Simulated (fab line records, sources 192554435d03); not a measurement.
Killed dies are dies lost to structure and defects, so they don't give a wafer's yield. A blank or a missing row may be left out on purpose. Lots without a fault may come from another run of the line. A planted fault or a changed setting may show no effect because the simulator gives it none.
Which tool did it? | flow n5_finfet | 10 lots, 30 wafers sampled, at 3 steps of a route of 1938

WHAT THE GAUGES READ, wafer by wafer
N5_BEOL_M11_OVL_MEAS_29.
lot  | measured     | on         | V10_OVL (nm)
L812 | day 10 10:51 | overlay-02 | 0.1 0.0 0.2
L814 | day 10 22:46 | overlay-01 | 0.3 -1.4 0.3
L817 | day 11 16:08 | overlay-02 | 0.3 0.8 -0.2
L816 | day 11 16:36 | overlay-01 | -0.6 -0.3 -1.3
L820 | day 12 21:46 | overlay-01 | -1.0 -1.3 -0.2
L826 | day 14 03:34 | overlay-01 | 6.2 5.6 6.6
L827 | day 14 10:20 | overlay-01 | 6.5 5.2 6.2
L832 | day 15 19:10 | overlay-02 | -0.1 1.1 0.0
L830 | day 15 23:51 | overlay-01 | 0.4 0.9 0.1
L831 | day 15 23:41 | overlay-02 | -0.1 0.0 0.4

WHICH TOOL RAN EACH LOT (tool, then ch and the chambers of the sampled wafers, then the start)
lot  | N5_BEOL_M11_PECVD_70            | N5_BEOL_M11_EXPOSE_25
L812 | pecvd-04 ch 0,2, day 10 07:35   | arfi_scanner-03 ch 0, day 10 10:41
L814 | pecvd-02 ch 0,1,2, day 10 20:07 | arfi_scanner-03 ch 0, day 10 22:35
L817 | pecvd-03 ch 0,1, day 11 14:12   | arfi_scanner-02 ch 0, day 11 15:58
L816 | pecvd-02 ch 0,1, day 11 15:02   | arfi_scanner-03 ch 0, day 11 16:26
L820 | pecvd-04 ch 0,1, day 12 15:53   | arfi_scanner-03 ch 0, day 12 21:37
L826 | pecvd-03 ch 0,1,2, day 14 01:28 | arfi_scanner-03 ch 0, day 14 03:24
L827 | pecvd-04 ch 1,2, day 14 04:36   | arfi_scanner-03 ch 0, day 14 10:11
L832 | pecvd-04 ch 0,2, day 15 13:50   | arfi_scanner-01 ch 0, day 15 19:00
L830 | pecvd-02 ch 0,1, day 15 18:14   | arfi_scanner-01 ch 0, day 15 23:42
L831 | pecvd-04 ch 0,1,2, day 15 19:02 | arfi_scanner-02 ch 0, day 15 23:31
- N5_BEOL_M11_PECVD_70: deposits SiO2 from TEOS/O2, target thk 20 nm, time 22.7 s.
- N5_BEOL_M11_EXPOSE_25: exposes mask V10.

WHAT THE TOOLS THEMSELVES READ (means of the sampled wafers that have a number; where no wafer has one, the mark that the record gives instead)
N5_BEOL_M11_PECVD_70.
lot  | tool     | heater_power_w (W) | showerhead_plenum_p_Torr (Torr) | throttle_valve_pct (%)
L812 | pecvd-04 | 654                | 8.81                            | 21.6
L814 | pecvd-02 | 678                | 8.73                            | 23.7
L817 | pecvd-03 | 648                | 8.81                            | 21.6
L816 | pecvd-02 | 580                | 8.74                            | 24.3
L820 | pecvd-04 | 671                | 8.81                            | 23.9
L826 | pecvd-03 | 701                | 8.75                            | 21.1
L827 | pecvd-04 | 718                | 8.77                            | 23.1
L832 | pecvd-04 | 675                | 8.79                            | 21.9
L830 | pecvd-02 | 653                | 8.73                            | 24.1
L831 | pecvd-04 | 697                | 8.79                            | 22.8

N5_BEOL_M11_EXPOSE_25.
lot  | tool            | exposure_dose_mJ_cm2
L812 | arfi_scanner-03 | 85.42
L814 | arfi_scanner-03 | 85.42
L817 | arfi_scanner-02 | 85.46
L816 | arfi_scanner-03 | 85.43
L820 | arfi_scanner-03 | 85.31
L826 | arfi_scanner-03 | 85.32
L827 | arfi_scanner-03 | 85.38
L832 | arfi_scanner-01 | 85.43
L830 | arfi_scanner-01 | 85.44
L831 | arfi_scanner-02 | 85.44

THE ANSWER, worked out from the rows above alone
Rule: what is usual is taken from the lots themselves. Put in order of their means at a reading, lots are off if they are a third of the lots or fewer, leave a main group of 4 or more, and stand apart from it by a gap of 3 or more times the standard deviation of the main group's means; of several such gaps the widest counts. A main group whose means are all the same, to the digits that the tables above print for the reading, isn't used. A lot without any number at a reading at which 4 lots or more have one is off too. The other lots that the step has rows for count as sound. The gauges are gone through in route order, then the tools' own readings, and for those a lot's mean is taken as printed above. The first step at which some lot is off is used, and at that step the reading that is off furthest; a lot without a number counts as furthest.
Off: L826, L827, at N5_BEOL_M11_OVL_MEAS_29 (V10_OVL). The main group: mean -0.1 nm, standard deviation 0.46.
A tool fits if, at a process step before that reading, it ran every lot that is off, and no sound lot after the first of them. The gauges at N5_BEOL_M11_OVL_MEAS_29 aren't tried: what is off there is off at N5_BEOL_M11_EXPOSE_25 too, on other tools, and a gauge's error can't cause that. One fits: arfi_scanner-03 at N5_BEOL_M11_EXPOSE_25. Its last sound lot is L820 (day 12 21:37), its first lot that is off L826 (day 14 03:24): a fault that began between those two fits.

WHAT THE SIMULATOR HAD PUT IN
Scanner matching overlay: arfi_scanner-03, from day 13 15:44 on, at N5_BEOL_M11_EXPOSE_25. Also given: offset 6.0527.
Lots struck among those shown: L826, L827. The rule above found the same.
